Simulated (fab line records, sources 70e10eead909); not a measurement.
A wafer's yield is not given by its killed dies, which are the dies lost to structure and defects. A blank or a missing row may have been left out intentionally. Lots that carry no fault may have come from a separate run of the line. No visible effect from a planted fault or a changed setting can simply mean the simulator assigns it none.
What tool caused it? ; flow nandHarc ; 42 wafers from 14 lots sampled at 6 of the route's 1302 steps

WHAT EACH GAUGE READ, for each wafer
NHARC_A_M0_THK_MEAS_24: measures by xrf. Usual: thkNm 113.4 nm, standard deviation 1.4.
lot;measured;on;thkNm (nm);flag
L662;day 23 16:03;filmMetro-02;29.8 29.7 30.1;OFF
L665;day 25 00:32;filmMetro-01;30.0 28.9 28.8;OFF
L669;day 27 02:38;filmMetro-01;112.1 113.6 114.2;
L671;day 27 14:16;filmMetro-01;113.2 111.0 113.6;
L673;day 27 19:56;filmMetro-02;113.1 114.6 114.9;
L672;day 28 00:30;filmMetro-01;113.6 113.3 113.1;
L676;day 29 03:55;filmMetro-02;111.4 113.7 112.4;
L675;day 29 05:46;filmMetro-02;112.5 112.6 112.4;
L679;day 30 17:25;filmMetro-02;111.5 114.5 115.9;
L681;day 31 10:07;filmMetro-02;113.2 115.6 114.5;
L680;day 31 20:07;filmMetro-02;114.9 112.1 112.1;
L683;day 31 23:23;filmMetro-01;114.8 115.6 113.0;
L682;day 32 01:25;filmMetro-01;115.5 116.7 113.9;
L684;day 33 00:16;filmMetro-01;115.0 114.6 115.0;

NHARC_A_M0_INSPECT_27. Usual: rawDefectCount 518, standard deviation 120.
lot;measured;on;rawDefectCount;flag
L662;day 23 16:12;defectInspect-02;516 415 453;
L665;day 25 00:41;defectInspect-02;496 558 509;
L669;day 27 02:47;defectInspect-01;441 432 507;
L671;day 27 14:25;defectInspect-02;647 432 539;
L673;day 27 20:05;defectInspect-01;492 611 645;
L672;day 28 00:39;defectInspect-02;632 573 463;
L676;day 29 04:05;defectInspect-01;782 502 468;
L675;day 29 05:55;defectInspect-01;409 439 557;
L679;day 30 17:35;defectInspect-02;773 659 626;
L681;day 31 10:16;defectInspect-02;395 402 428;
L680;day 31 20:16;defectInspect-01;665 588 699;
L683;day 31 23:32;defectInspect-02;414 407 439;
L682;day 32 01:34;defectInspect-02;514 410 519;
L684;day 33 00:26;defectInspect-02;739 752 556;

WHICH TOOL RAN EACH LOT (tool, then ch and the chambers of the sampled wafers, then the start)
lot;NHARC_A_M0_PRE_CLEAN_29;NHARC_A_M0_ECD_22;NHARC_A_M0_ANNEAL_30;NHARC_A_M0_CMP_23
L662;pvdSputter-03, day 23 15:06 or earlier;ecdCu-02 ch 0,1, day 23 15:06;rtpAnneal-01 ch 0, day 23 15:29;cmp-02 ch 0,2,3, day 23 15:49
L665;pvdSputter-01, day 24 23:30 or earlier;ecdCu-01 ch 0,1, day 24 23:30;rtpAnneal-01 ch 0, day 24 23:52;cmp-04 ch 1,2,3, day 25 00:14
L669;pvdSputter-01, day 27 01:35 or earlier;ecdCu-02 ch 1, day 27 01:35;rtpAnneal-02 ch 0, day 27 01:58;cmp-03 ch 0,2,3, day 27 02:20
L671;pvdSputter-02, day 27 13:13 or earlier;ecdCu-02 ch 0,1, day 27 13:13;rtpAnneal-02 ch 0, day 27 13:39;cmp-04 ch 0,2,3, day 27 14:00
L673;pvdSputter-03, day 27 18:53 or earlier;ecdCu-01 ch 0,1, day 27 18:53;rtpAnneal-01 ch 0, day 27 19:16;cmp-03 ch 0,2,3, day 27 19:40
L672;pvdSputter-03, day 27 23:28 or earlier;ecdCu-02 ch 0,1, day 27 23:28;rtpAnneal-02 ch 0, day 27 23:50;cmp-03 ch 1,2,3, day 28 00:11
L676;pvdSputter-01, day 29 02:58 or earlier;ecdCu-01 ch 0,1, day 29 02:58;rtpAnneal-01 ch 0, day 29 03:21;cmp-03 ch 0,2, day 29 03:38
L675;pvdSputter-02, day 29 04:52 or earlier;ecdCu-01 ch 0,1, day 29 04:52;rtpAnneal-02 ch 0, day 29 05:15;cmp-03 ch 2,3, day 29 05:28
L679;pvdSputter-01, day 30 16:23 or earlier;ecdCu-01 ch 0,1, day 30 16:23;rtpAnneal-01 ch 0, day 30 16:46;cmp-02 ch 1,3, day 30 17:08
L681;pvdSputter-02, day 31 09:04 or earlier;ecdCu-02 ch 0, day 31 09:04;rtpAnneal-01 ch 0, day 31 09:29;cmp-04 ch 0,1,2, day 31 09:47
L680;pvdSputter-02, day 31 19:07 or earlier;ecdCu-02 ch 0,1, day 31 19:07;rtpAnneal-02 ch 0, day 31 19:30;cmp-04 ch 0,1,2, day 31 19:48
L683;pvdSputter-01, day 31 22:18 or earlier;ecdCu-02 ch 0,1, day 31 22:18;rtpAnneal-02 ch 0, day 31 22:47;cmp-02 ch 1,2,3, day 31 23:07
L682;pvdSputter-03, day 32 00:23 or earlier;ecdCu-02 ch 0,1, day 32 00:23;rtpAnneal-01 ch 0, day 32 00:45;cmp-04 ch 2,3, day 32 01:06
L684;pvdSputter-02, day 32 23:14 or earlier;ecdCu-01 ch 0,1, day 32 23:14;rtpAnneal-01 ch 0, day 32 23:36;cmp-03 ch 0,1,3, day 32 23:59
- NHARC_A_M0_PRE_CLEAN_29: time 30 s.
- NHARC_A_M0_ECD_22: material Cu, target thk 400 nm.
- NHARC_A_M0_ANNEAL_30: time 90 s.
- NHARC_A_M0_CMP_23: polishes, t overpolish 20 s, target thk 113.75 nm.

WHAT THE TOOLS THEMSELVES READ (means of the sampled wafers that have a number; where no wafer has one, the mark that the record gives instead)
NHARC_A_M0_PRE_CLEAN_29. Usual: heaterPowerW 419 W, standard deviation 32.
lot;tool;heaterPowerW (W);flag
L662;pvdSputter-03;426;
L665;pvdSputter-01;425;
L669;pvdSputter-01;419;
L671;pvdSputter-02;395;
L673;pvdSputter-03;404;
L672;pvdSputter-03;409;
L676;pvdSputter-01;422;
L675;pvdSputter-02;434;
L679;pvdSputter-01;411;
L681;pvdSputter-02;422;
L680;pvdSputter-02;426;
L683;pvdSputter-01;383;
L682;pvdSputter-03;416;
L684;pvdSputter-02;437;

NHARC_A_M0_ECD_22. Usual: bathHeatDutyPct 6.0 %, standard deviation 0.54; bathTempC 24.98 C, standard deviation 0.11.
lot;tool;bathHeatDutyPct (%);bathTempC (C);flag
L662;ecdCu-02;-;-;OFF
L665;ecdCu-01;-;-;OFF
L669;ecdCu-02;6.2;24.96;
L671;ecdCu-02;5.9;24.85;
L673;ecdCu-01;6.3;24.91;
L672;ecdCu-02;6.2;24.88;
L676;ecdCu-01;5.8;24.95;
L675;ecdCu-01;6.1;24.99;
L679;ecdCu-01;6.0;25.03;
L681;ecdCu-02;5.7;24.91;
L680;ecdCu-02;5.8;25.01;
L683;ecdCu-02;6.5;24.94;
L682;ecdCu-02;6.3;24.95;
L684;ecdCu-01;5.4;24.99;

NHARC_A_M0_ANNEAL_30. Usual: wafer_temp_C_max 226.1, standard deviation 0.33.
lot;tool;wafer_temp_C_max;flag
L662;rtpAnneal-01;226.2;
L665;rtpAnneal-01;226.4;
L669;rtpAnneal-02;225.7;
L671;rtpAnneal-02;225.9;
L673;rtpAnneal-01;226.5;
L672;rtpAnneal-02;226.2;
L676;rtpAnneal-01;226.1;
L675;rtpAnneal-02;225.9;
L679;rtpAnneal-01;226.2;
L681;rtpAnneal-01;226.2;
L680;rtpAnneal-02;225.7;
L683;rtpAnneal-02;225.6;
L682;rtpAnneal-01;226.6;
L684;rtpAnneal-01;226.5;

NHARC_A_M0_CMP_23. Usual: motorCurrentA 12.2 A, standard deviation 1.1; timeToEndpointS 28.1 s, standard deviation 2.2.
lot;tool;motorCurrentA (A);timeToEndpointS (s);flag
L662;cmp-02;11.7;1.8;OFF
L665;cmp-04;13.0;0.6;OFF
L669;cmp-03;12.3;28.3;
L671;cmp-04;12.3;28.4;
L673;cmp-03;11.9;27.6;
L672;cmp-03;12.9;27.5;
L676;cmp-03;12.9;25.7;
L675;cmp-03;12.2;26.8;
L679;cmp-02;10.8;33.1;
L681;cmp-04;12.6;29.4;
L680;cmp-04;12.9;26.7;
L683;cmp-02;11.3;28.8;
L682;cmp-04;12.3;25.6;
L684;cmp-03;11.6;29.7;

THE ANSWER, worked out from the rows above alone
Rule: a lot is off if the mean of its wafers that have a number lies more than 3 standard deviations from the usual mean. Also off: a lot with no number at a reading for which 4 or more lots have one. The other lots that the step has rows for count as sound. Order of review: gauges by route order, followed by the tools' own readings, for which a lot's mean as printed above is used. The first step at which some lot is off is used, and at that step the reading that is off furthest; a lot without a number counts as furthest.
Off at NHARC_A_M0_THK_MEAS_24 (thkNm): L662, L665.
A tool fits if, at a process step before that reading, it ran every lot that is off, and no sound lot after the first of them. Not tried: the gauges at NHARC_A_M0_THK_MEAS_24; whatever is off there is also off at NHARC_A_M0_ECD_22, on other tools, and gauge error can't account for it. With no start given for some of its lots, NHARC_A_M0_PRE_CLEAN_29 uses the hours and lot order of NHARC_A_M0_ECD_22. Not one of the candidates tried fits.

WHAT THE SIMULATOR PUT IN
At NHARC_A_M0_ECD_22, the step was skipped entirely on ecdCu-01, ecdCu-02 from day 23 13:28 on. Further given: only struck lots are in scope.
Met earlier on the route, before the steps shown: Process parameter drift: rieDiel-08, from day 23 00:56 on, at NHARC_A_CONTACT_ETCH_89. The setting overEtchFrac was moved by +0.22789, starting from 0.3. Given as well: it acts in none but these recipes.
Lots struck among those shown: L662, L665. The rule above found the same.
